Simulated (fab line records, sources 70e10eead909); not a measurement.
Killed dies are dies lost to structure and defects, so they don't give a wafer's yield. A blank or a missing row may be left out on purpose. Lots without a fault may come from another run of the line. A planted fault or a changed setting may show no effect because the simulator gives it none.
Chamber matching | flow nand_harc | NHARC_A_CHANNEL_HOLE_D2_ETCH_38 on rie_diel-04: 4 sister chambers
The step etches the open film in CF4, target depth 39 nm, time 65 s. 30 wafers are shown with their chamber, then 12 later ones without.

WAFERS WITH THEIR CHAMBER
wafer  | chamber | showerhead_plenum_p_Torr (Torr) | drypump_motor_current_A (A) | rf_vpp_V (V)
L074.1 | 3       | 1.71                            | 6.1                         | 150.5
L074.2 | 2       | 1.70                            | 6.0                         | 150.7
L074.5 | 2       | 1.70                            | 6.0                         | 150.3
L076.1 | 3       | 1.71                            | 6.0                         | 151.0
L076.2 | 0       | 1.73                            | 5.6                         | 150.9
L076.3 | 2       | 1.70                            | 6.0                         | 150.3
L076.4 | 1       | 1.66                            | 6.3                         | 149.5
L076.5 | 1       | 1.66                            | 6.2                         | 149.6
L076.6 | 2       | 1.70                            | 6.0                         | 150.6
L078.1 | 1       | 1.66                            | 6.3                         | 149.3
L078.3 | 2       | 1.70                            | 6.0                         | 150.4
L078.5 | 0       | 1.73                            | 5.5                         | 151.9
L079.2 | 3       | 1.71                            | 6.1                         | 151.0
L079.4 | 2       | 1.70                            | 6.0                         | 151.6
L079.5 | 3       | 1.71                            | 6.1                         | 151.4
L081.2 | 1       | 1.66                            | 6.3                         | 149.9
L081.3 | 2       | 1.70                            | 6.0                         | 149.5
L081.6 | 0       | 1.72                            | 5.6                         | 151.4
L083.2 | 2       | 1.70                            | 6.0                         | 151.0
L083.4 | 1       | 1.66                            | 6.3                         | 149.8
L083.6 | 0       | 1.72                            | 5.5                         | 151.8
L085.1 | 3       | 1.71                            | 6.1                         | 149.9
L085.5 | 3       | 1.71                            | 6.0                         | 150.3
L085.6 | 0       | 1.72                            | 5.6                         | 152.6
L086.1 | 0       | 1.72                            | 5.6                         | 151.4
L086.4 | 2       | 1.70                            | 6.0                         | 151.4
L086.5 | 3       | 1.71                            | 6.1                         | 150.3
L087.1 | 1       | 1.66                            | 6.3                         | 149.6
L087.4 | 0       | 1.72                            | 5.5                         | 150.3
L087.6 | 2       | 1.70                            | 6.0                         | 151.3

SIGNATURES (means of the wafers above)
reading                  | chamber 0 | chamber 1 | chamber 2 | chamber 3 | scatter within a chamber
showerhead_plenum_p_Torr | 1.7229    | 1.6600    | 1.7000    | 1.7100    | 0.00234
drypump_motor_current_A  | 5.557     | 6.283     | 6.000     | 6.071     | 0.0391
rf_vpp_V                 | 151.471   | 149.617   | 150.710   | 150.629   | 0.58
Rule: a wafer's distance from a chamber is the root of the sum, over the readings, of the square of ((its reading less the chamber's mean) divided by the reading's scatter). The wafer belongs to the nearest chamber; if the next one is less than 2 further off, it can't be placed. The scatter: the root of (the sum of the squares of (reading less its chamber's mean) over the shown wafers, divided by (wafers less chambers)).

WAFERS WITHOUT THEIR CHAMBER
wafer  | showerhead_plenum_p_Torr (Torr) | drypump_motor_current_A (A) | rf_vpp_V (V)
L088.1 | 1.71                            | 6.0                         | 150.4
L088.2 | 1.66                            | 6.3                         | 148.5
L088.4 | 1.70                            | 6.0                         | 151.7
L090.1 | 1.71                            | 6.1                         | 149.5
L090.4 | 1.72                            | 5.5                         | 149.9
L090.5 | 1.71                            | 6.0                         | 150.2
L093.1 | 1.71                            | 6.1                         | 150.4
L093.5 | 1.70                            | 5.9                         | 151.1
L093.6 | 1.66                            | 6.2                         | 150.3
L096.2 | 1.70                            | 6.0                         | 150.9
L096.4 | 1.66                            | 6.3                         | 149.7
L096.6 | 1.70                            | 6.0                         | 150.4

WHICH CHAMBER EACH WENT THROUGH
wafer  | from the rows above | in truth
L088.1 | 3                   | 3
L088.2 | 1                   | 1
L088.4 | 2                   | 2
L090.1 | 3                   | 3
L090.4 | 0                   | 0
L090.5 | 3                   | 3
L093.1 | 3                   | 3
L093.5 | 2                   | 2
L093.6 | 1                   | 1
L096.2 | 2                   | 2
L096.4 | 1                   | 1
L096.6 | 2                   | 2
Placed correctly: 12 of 12. Can't be placed from these rows: 0. Placed wrongly: 0.
